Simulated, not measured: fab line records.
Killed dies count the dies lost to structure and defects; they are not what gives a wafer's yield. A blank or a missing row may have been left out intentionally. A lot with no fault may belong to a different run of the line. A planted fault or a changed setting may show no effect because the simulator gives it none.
fab line records ; flow n5_finfet
record lots=7; wafers=39
route steps=1938 shown BEOL_M7@1308
start_h: hours from the record's opening day to when the first of the lot's shown wafers began ; wait_h: hours since the lot's step before ; " repeats the value in the row above ; L1.1+2: several wafers, shown together as one row ; - no value present, or no start provided ; * or withheld: withheld ; < > ~ a bound
route shown NAME@n: NAME is a module with steps in the file, n the number in the route of the first one ; usual: average and standard deviation across the fault-free wafers ; same: alike in all rows ; chamber/n: place in a boat ; sites: per-site readings ; _std_site: the standard deviation of these ; _edge_site: inner sites' mean taken away from outer sites' mean ; radius_mm: how far each site lies from the wafer's centre ; mask NAME#n: copy n ; behind: the last tool/chamber to shape the wafer ; hold: what put the lot on hold/how long, in hours/how the hold closed ; device: which transistor (n, p or np) failed to switch ; end of line: tests of these same wafers at the route's end ; step lacking rows: just its recipe ; killed: at the first sort, the dies lost to defects and structure; wafer yield is something else ; map: dies across one wafer; x = killed, . = not, _ = none there
set.NAME: the run value of the setting; set.NAME@STEP: its run value at that earlier step ; model.NAME: the simulator's own value behind a step, which no gauge read
lots where settings were altered on purpose, with a table for each step and a row for each wafer
## steps
# step N5_BEOL_M7_TRENCH_ETCH_37
# recipe chemistry=C4F6/O2; target_depth_a=934.78; target=SiCOH_lowk; time_s=31.2; ion_energy_ev=250; pressure_mtorr=30; source_w=345; bias_w=185; Ar_flow_sccm=300; C4F6_flow_sccm=10; O2_flow_sccm=10
lot.wafer;tool;chamber;start_h;wait_h;set.target_depth_a;model.etch.depth_nm;model.BEOL_M7.feature_depth_nm;model.TiN_of_BEOL_M7_HM_DEP_02.thk_nm
L078.1;rie_diel-02;1;-;-;1283;127.4;127.4;16.8
L078.2;rie_diel-02;0;-;-;1283;129.3;129.4;16.6
L078.3;rie_diel-02;2;-;-;934.78;92.39;92.4;17.8
L078.4;rie_diel-02;3;-;-;934.78;92.31;92.4;17.6
L078.5;rie_diel-02;3;-;-;934.78;93.12;93.2;17.6
L078.6;rie_diel-02;2;-;-;1283;127.1;127.2;16.8
L080.1;rie_diel-02;1;-;-;934.78;93.66;93.6;17.2
L080.2;rie_diel-02;3;-;-;635.8;63.27;63.2;18.2
L080.3;rie_diel-02;2;-;-;934.78;92.82;92.8;17.4
L080.4;rie_diel-02;0;-;-;934.78;93.45;93.4;17.4
L080.5;rie_diel-02;0;-;-;635.8;63.51;63.6;18.2
L080.6;rie_diel-02;3;-;-;635.8;63.35;63.4;18.2
L082.1;rie_diel-01;1;-;-;934.78;93.12;93.2;17.6
L082.2;rie_diel-01;2;-;-;934.78;93.92;94;17.6
L082.3;rie_diel-01;0;-;-;934.78;94.77;94.8;17.6
L082.4;rie_diel-01;1;-;-;934.78;93.32;93.4;17.6
L082.5;rie_diel-01;0;-;-;934.78;94.69;94.6;17.6
L082.6;rie_diel-01;2;-;-;934.78;93.23;93.2;17.6
L086.1;rie_diel-02;0;-;-;716.8;72.47;72.4;18.2
L086.2;rie_diel-02;1;-;-;716.8;71.53;71.6;18.2
L086.3;rie_diel-02;2;-;-;716.8;71.27;71.2;18.4
L086.4;rie_diel-02;3;-;-;934.78;93.54;93.6;18
L086.5;rie_diel-02;0;-;-;934.78;93.88;93.8;17.6
L086.6;rie_diel-02;3;-;-;934.78;93.52;93.6;17.6
L085.1;rie_diel-01;2;-;-;1347;132.9;132.8;16
L085.2;rie_diel-01;3;-;-;1347;138;138;15.8
L085.3;rie_diel-01;1;-;-;934.78;91.97;92;17.4
L085.4;rie_diel-01;0;-;-;934.78;92.8;92.8;17
L085.5;rie_diel-01;3;-;-;1347;136.6;136.6;15.8
L085.6;rie_diel-01;2;-;-;934.78;92.33;92.4;17.2
L089.2;rie_diel-02;1;-;-;934.78;93.85;93.8;17.2
L089.3;rie_diel-02;3;-;-;934.78;93.09;93;17.2
L089.6;rie_diel-02;0;-;-;934.78;93.51;93.6;17.4
L092.1;rie_diel-02;2;-;-;934.78;92.79;92.8;17.6
L092.2;rie_diel-02;0;-;-;934.78;93.66;93.6;17.6
L092.3;rie_diel-02;3;-;-;934.78;93.07;93;17.6
L092.4;rie_diel-02;1;-;-;934.78;93.12;93.2;17.4
L092.5;rie_diel-02;1;-;-;934.78;92.66;92.6;17.8
L092.6;rie_diel-02;2;-;-;934.78;91.49;91.4;17.6
# step N5_BEOL_M7_ETCH_41
# recipe chemistry=CH3F/O2; target=SiCN; target_depth_a=319; taper_deg=2; time_s=57.8; ion_energy_ev=120; mask_material=TiN; pressure_mtorr=30; source_w=395; bias_w=75; Ar_flow_sccm=150; CH3F_flow_sccm=30; O2_flow_sccm=20
# step N5_BEOL_M7_STRIP_80
# recipe chemistry=N2/H2; time_s=10; power_w=450; temp_c=40; pressure_mtorr=20; rf_frequency_hz=6e+07; bias_power_w=7; n2_flow_sccm=200; h2_flow_sccm=200
# step N5_BEOL_M7_OCD_MEAS_38
# usual trench_depth_nm=93.1/0.88
lot.wafer;tool;chamber;start_h;wait_h;set.target_depth_a@BEOL_M7_TRENCH_ETCH_37;trench_depth_nm
L078.1;ocd-02;-;214.53;-;1283;127.4
L078.2;ocd-02;-;214.53;-;1283;129.6
L078.3;ocd-02;-;214.53;-;934.78;92.0
L078.4;ocd-02;-;214.53;-;934.78;92.1
L078.5;ocd-02;-;214.53;-;934.78;93.5
L078.6;ocd-02;-;214.53;-;1283;126.8
L080.1;ocd-01;-;234.87;-;934.78;93.2
L080.2;ocd-01;-;234.87;-;635.8;63.3
L080.3;ocd-01;-;234.87;-;934.78;93.1
L080.4;ocd-01;-;234.87;-;934.78;93.1
L080.5;ocd-01;-;234.87;-;635.8;63.4
L080.6;ocd-01;-;234.87;-;635.8;63.2
L082.1;ocd-01;-;240.86;-;934.78;93.3
L082.2;ocd-01;-;240.86;-;934.78;94.2
L082.3;ocd-01;-;240.86;-;934.78;94.4
L082.4;ocd-01;-;240.86;-;934.78;93.4
L082.5;ocd-01;-;240.86;-;934.78;95.0
L082.6;ocd-01;-;240.86;-;934.78;93.2
L086.1;ocd-01;-;270.75;-;716.8;72.6
L086.2;ocd-01;-;270.75;-;716.8;71.6
L086.3;ocd-01;-;270.75;-;716.8;71.7
L086.4;ocd-01;-;270.75;-;934.78;92.9
L086.5;ocd-01;-;270.75;-;934.78;93.5
L086.6;ocd-01;-;270.75;-;934.78;93.3
L085.1;ocd-02;-;273.11;-;1347;132.7
L085.2;ocd-02;-;273.11;-;1347;137.3
L085.3;ocd-02;-;273.11;-;934.78;91.8
L085.4;ocd-02;-;273.11;-;934.78;92.9
L085.5;ocd-02;-;273.11;-;1347;136.1
L085.6;ocd-02;-;273.11;-;934.78;92.3
L089.2;ocd-02;-;279.40;-;934.78;93.9
L089.3;ocd-02;-;279.40;-;934.78;92.5
L089.6;ocd-02;-;279.40;-;934.78;93.5
L092.1;ocd-02;-;307.53;-;934.78;93.2
L092.2;ocd-02;-;307.53;-;934.78;93.4
L092.3;ocd-02;-;307.53;-;934.78;93.4
L092.4;ocd-02;-;307.53;-;934.78;93.0
L092.5;ocd-02;-;307.53;-;934.78;92.8
L092.6;ocd-02;-;307.53;-;934.78;91.5
# step N5_BEOL_M7_HM_STRIP_39
# recipe chemistry=peroxide_tin_strip; material=TiN; target_depth_a=250; temp_c=50; time_s=158
# step N5_BEOL_M7_SRD_40
# recipe time_s=30; temp_c=23; rinse_liquid=diw; dry=ipa_marangoni
# step N5_BEOL_M7_ECD_50
# recipe material=Cu; target_thk_a=3000
# step N5_BEOL_M7_ANNEAL_51
# recipe temp_c=225; time_s=90; ambient=N2
# step N5_BEOL_M7_CMP_52
# recipe stop_on=SiCOH_lowk; t_overpolish_s=6.9; down_force_psi=1; platen_rpm=50; clearing_platen_down_force_psi=1.5; clearing_platen_rpm=50; post_cmp_clean=cu_alkaline; target_thk_nm=80; clearing_platen_pad_velocity_m_s=0.99484; pad_velocity_m_s=0.99484
lot.wafer;tool;chamber;start_h;wait_h;set.target_depth_a@BEOL_M7_TRENCH_ETCH_37;model.Cu_of_BEOL_M7_ECD_50.thk_nm
L078.4;cmp-03;2;218.31;0.1;934.78;78.4
L078.1;cmp-03;3;218.31;0.1;1283;114.2
L078.2;cmp-03;0;218.31;0.1;1283;115
L078.3;cmp-03;1;218.31;0.1;934.78;79.2
L078.6;cmp-03;2;218.31;0.1;1283;112.2
L078.5;cmp-03;3;218.31;0.1;934.78;80.8
L080.4+1;cmp-01;0,1;237.99;0.1;934.78;80.2
L080.2;cmp-01;2;237.99;0.1;635.8;49.8
L080.3;cmp-01;3;237.99;0.1;934.78;79
L080.6;cmp-01;0;237.99;0.1;635.8;50.6
L080.5;cmp-01;1;237.99;0.1;635.8;48.8
L082.1;cmp-04;2;243.49;0.3;934.78;79.4
L082.3;cmp-04;3;243.49;0.3;934.78;81.6
L082.2;cmp-04;0;243.49;0.3;934.78;79.6
L082.4;cmp-04;1;243.49;0.3;934.78;80
L082.6;cmp-04;2;243.49;0.3;934.78;79.2
L082.5;cmp-04;3;243.49;0.3;934.78;80.4
L086.3;cmp-01;2;275.37;0.3;716.8;57.8
L086.2;cmp-01;3;275.37;0.3;716.8;58.2
L086.4;cmp-01;0;275.37;0.3;934.78;80.8
L086.1;cmp-01;1;275.37;0.3;716.8;59.4
L086.5;cmp-01;2;275.37;0.3;934.78;80.4
L086.6;cmp-01;3;275.37;0.3;934.78;81.8
L085.2;cmp-04;0;276.54;0.2;1347;122.8
L085.1;cmp-04;1;276.54;0.2;1347;119
L085.3+6;cmp-04;2,1;276.54;0.2;934.78;77.4
L085.4;cmp-04;3;276.54;0.2;934.78;78.2
L085.5;cmp-04;0;276.54;0.2;1347;121.8
L089.2;cmp-04;3;281.65;0.4;934.78;79.4
L089.3;cmp-04;2;281.65;0.4;934.78;80.4
L089.6;cmp-04;0;281.65;0.4;934.78;80.6
L092.4;cmp-01;1;310.49;0.1;934.78;80.2
L092.2;cmp-01;2;310.49;0.1;934.78;81.4
L092.1+5;cmp-01;3,2;310.49;0.1;934.78;80.6
L092.3;cmp-01;0;310.49;0.1;934.78;80.8
L092.6;cmp-01;1;310.49;0.1;934.78;79.4
# step N5_BEOL_M7_THK_MEAS_53
# recipe thk_meas_gauge=xrf; reads=Cu_of_BEOL_M7_ECD_50
# usual M7_THK=79.8/1.4
lot.wafer;tool;chamber;start_h;wait_h;set.target_depth_a@BEOL_M7_TRENCH_ETCH_37;M7_THK[nm]
L078.1;film_metro-02;-;218.60;-;1283;114.6
L078.2;film_metro-02;-;218.60;-;1283;115.7
L078.3;film_metro-02;-;218.60;-;934.78;79.4
L078.4;film_metro-02;-;218.60;-;934.78;79.1
L078.5;film_metro-02;-;218.60;-;934.78;81.1
L078.6;film_metro-02;-;218.60;-;1283;112.7
L080.1;film_metro-01;-;238.29;-;934.78;79.8
L080.2;film_metro-01;-;238.29;-;635.8;49.8
L080.3;film_metro-01;-;238.29;-;934.78;78.9
L080.4;film_metro-01;-;238.29;-;934.78;79.6
L080.5;film_metro-01;-;238.29;-;635.8;48.8
L080.6;film_metro-01;-;238.29;-;635.8;50.2
L082.1;film_metro-02;-;243.79;-;934.78;80.3
L082.2;film_metro-02;-;243.79;-;934.78;80.4
L082.3;film_metro-02;-;243.79;-;934.78;82.7
L082.4;film_metro-02;-;243.79;-;934.78;80.8
L082.5;film_metro-02;-;243.79;-;934.78;80.6
L082.6;film_metro-02;-;243.79;-;934.78;79.7
L086.1;film_metro-02;-;275.66;-;716.8;59.5
L086.2;film_metro-02;-;275.66;-;716.8;58.0
L086.3;film_metro-02;-;275.66;-;716.8;57.9
L086.4;film_metro-02;-;275.66;-;934.78;80.7
L086.5;film_metro-02;-;275.66;-;934.78;80.2
L086.6;film_metro-02;-;275.66;-;934.78;81.8
L085.1;film_metro-01;-;276.83;-;1347;118.4
L085.2;film_metro-01;-;276.83;-;1347;122.8
L085.3;film_metro-01;-;276.83;-;934.78;77.1
L085.4;film_metro-01;-;276.83;-;934.78;78.0
L085.5;film_metro-01;-;276.83;-;1347;121.6
L085.6;film_metro-01;-;276.83;-;934.78;77.0
L089.2;film_metro-01;-;281.94;-;934.78;79.0
L089.3;film_metro-01;-;281.94;-;934.78;79.6
L089.6;film_metro-01;-;281.94;-;934.78;79.9
L092.1;film_metro-01;-;310.78;-;934.78;79.5
L092.2;film_metro-01;-;310.78;-;934.78;80.5
L092.3;film_metro-01;-;310.78;-;934.78;80.3
L092.4;film_metro-01;-;310.78;-;934.78;79.4
L092.5;film_metro-01;-;310.78;-;934.78;79.7
L092.6;film_metro-01;-;310.78;-;934.78;78.7
# step N5_BEOL_M7_PRE_CLEAN_55
# recipe gas=NH3; time_s=15; temp_c=withheld; rf_power_w=300
# step N5_BEOL_M7_DEP_56
# recipe material=SiCN; target_thk_a=100; temp_c=withheld; precursor=3MS/NH3; pressure_torr=3; rf_w=202; time_s=17.5
# step N5_BEOL_M7_RS_MEAS_57
# recipe thk_meas_gauge=four-point-probe; reads=Cu_of_BEOL_M7_ECD_50+Co_of_BEOL_M7_CVD_78+TaN_of_BEOL_M7_ALD_77
# usual M7_RS=0.287/0.0054
lot.wafer;tool;chamber;start_h;wait_h;set.target_depth_a@BEOL_M7_TRENCH_ETCH_37;M7_RS[ohm/sq]
L078.1;film_metro-01;-;218.73;0.1;1283;0.190
L078.2;film_metro-01;-;218.73;0.1;1283;0.188
L078.3;film_metro-01;-;218.73;0.1;934.78;0.289
L078.4;film_metro-01;-;218.73;0.1;934.78;0.293
L078.5;film_metro-01;-;218.73;0.1;934.78;0.282
L078.6;film_metro-01;-;218.73;0.1;1283;0.194
L080.1;film_metro-02;-;238.42;0.1;934.78;0.285
L080.2;film_metro-02;-;238.42;0.1;635.8;0.508
L080.3;film_metro-02;-;238.42;0.1;934.78;0.290
L080.4;film_metro-02;-;238.42;0.1;934.78;0.285
L080.5;film_metro-02;-;238.42;0.1;635.8;0.519
L080.6;film_metro-02;-;238.42;0.1;635.8;0.498
L082.1;film_metro-02;-;243.92;0.1;934.78;0.288
L082.2;film_metro-02;-;243.92;0.1;934.78;0.288
L082.3;film_metro-02;-;243.92;0.1;934.78;0.279
L082.4;film_metro-02;-;243.92;0.1;934.78;0.285
L082.5;film_metro-02;-;243.92;0.1;934.78;0.283
L082.6;film_metro-02;-;243.92;0.1;934.78;0.290
L086.1;film_metro-02;-;275.79;0.1;716.8;0.408
L086.2;film_metro-02;-;275.79;0.1;716.8;0.419
L086.3;film_metro-02;-;275.79;0.1;716.8;0.422
L086.4;film_metro-02;-;275.79;0.1;934.78;0.282
L086.5;film_metro-02;-;275.79;0.1;934.78;0.285
L086.6;film_metro-02;-;275.79;0.1;934.78;0.278
L085.1;film_metro-01;-;276.96;0.1;1347;0.181
L085.2;film_metro-01;-;276.96;0.1;1347;0.175
L085.3;film_metro-01;-;276.96;0.1;934.78;0.297
L085.4;film_metro-01;-;276.96;0.1;934.78;0.294
L085.5;film_metro-01;-;276.96;0.1;1347;0.177
L085.6;film_metro-01;-;276.96;0.1;934.78;0.298
L089.2;film_metro-01;-;282.08;0.1;934.78;0.288
L089.3;film_metro-01;-;282.08;0.1;934.78;0.284
L089.6;film_metro-01;-;282.08;0.1;934.78;0.283
L092.1;film_metro-02;-;310.91;0.1;934.78;0.283
L092.2;film_metro-02;-;310.91;0.1;934.78;0.279
L092.3;film_metro-02;-;310.91;0.1;934.78;0.283
L092.4;film_metro-02;-;310.91;0.1;934.78;0.285
L092.5;film_metro-02;-;310.91;0.1;934.78;0.283
L092.6;film_metro-02;-;310.91;0.1;934.78;0.288
## key
split step=N5_BEOL_M7_TRENCH_ETCH_37; setting=target_depth_a; stated=934.78; by=wafer
response step=N5_BEOL_M7_TRENCH_ETCH_37; reading=model.etch.depth_nm; change=+0.96; per=1%; r=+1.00
response step=N5_BEOL_M7_TRENCH_ETCH_37; reading=model.BEOL_M7.feature_depth_nm; change=+0.959; per=1%; r=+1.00
response step=N5_BEOL_M7_TRENCH_ETCH_37; reading=model.TiN_of_BEOL_M7_HM_DEP_02.thk_nm; change=-0.0273; per=1%; r=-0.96
response step=N5_BEOL_M7_OCD_MEAS_38; reading=trench_depth_nm; change=+0.952; per=1%; r=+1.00
response step=N5_BEOL_M7_CMP_52; reading=model.Cu_of_BEOL_M7_ECD_50.thk_nm; change=+0.956; per=1%; r=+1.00
response step=N5_BEOL_M7_THK_MEAS_53; reading=M7_THK; change=+0.956; per=1%; r=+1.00
response step=N5_BEOL_M7_RS_MEAS_57; reading=M7_RS; shape=bent; at_lowest=0.508; at_stated=0.286; at_highest=0.178
